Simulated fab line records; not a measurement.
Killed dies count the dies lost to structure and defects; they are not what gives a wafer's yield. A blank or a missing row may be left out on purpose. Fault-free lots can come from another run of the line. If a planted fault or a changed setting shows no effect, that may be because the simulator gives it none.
One fault seen from 2 desks / flow n5-finfet / what lay behind the numbers comes last; until then each desk has only its own

== THE TOOL OWNER'S DESK: pvd-sputter-02 ==
The tool's own readings at N5_BEOL_M12_SPUTTER_43 (material TaN, target thk 15 nm, time 24.19 s): means of the sampled wafers that have a number, for each lot that ran on this tool. The brackets show how far a lot's mean lies from the usual mean; more than 4 standard deviations puts the lot out of limits, marked OUT.
Columns: A = chamber-pressure-pa at N5_BEOL_M12_SPUTTER_43, usual 0.12 Pa; B = throttle-valve-pct at N5_BEOL_M12_SPUTTER_43, usual 30.1 %
lot=L127; first seen here=day 15 08:09; A=0.12; B=29.9
lot=L136; first seen here=day 16 12:20; A=0.12; B=30.6
lot=L149; first seen here=day 20 04:11; A=0.12; B=30.1
This desk's finding: nothing out of limits on any of the 3 lots.

== AT THE METROLOGY DESK ==
Means of the sampled wafers that have a number, per lot and without regard to the tool the lot ran on: this is what the gauges read. The brackets show how far a lot's mean lies from the usual mean; more than 4 standard deviations puts the lot out of limits, marked OUT.
Columns: A = M12_RS at N5_BEOL_M12_RS_MEAS_54, usual 0.0599 ohm/sq
lot=L129; first seen here=day 15 03:50; A=0.0605
lot=L127; first seen here=day 15 09:29; A=0.0609
lot=L136; first seen here=day 16 13:38; A=0.0599
lot=L139; first seen here=day 17 10:23; A=0.0591
lot=L142; first seen here=day 18 06:55; A=0.0594
lot=L140; first seen here=day 18 14:00; A=0.0595
lot=L145; first seen here=day 18 18:34; A=0.0610
lot=L147; first seen here=day 19 18:06; A=0.0590
lot=L148; first seen here=day 20 03:43; A=0.0592
lot=L149; first seen here=day 20 05:19; A=0.0587
lot=L150; first seen here=day 20 17:16; A=0.0598
This desk's finding: nothing out of limits on any of the 11 lots.

== ALL TOGETHER ==
Nothing out of limits was seen by the tool owner's desk.
Nothing out of limits was seen by the metrology desk.

== WHAT THE SIMULATOR HAD PUT IN ==
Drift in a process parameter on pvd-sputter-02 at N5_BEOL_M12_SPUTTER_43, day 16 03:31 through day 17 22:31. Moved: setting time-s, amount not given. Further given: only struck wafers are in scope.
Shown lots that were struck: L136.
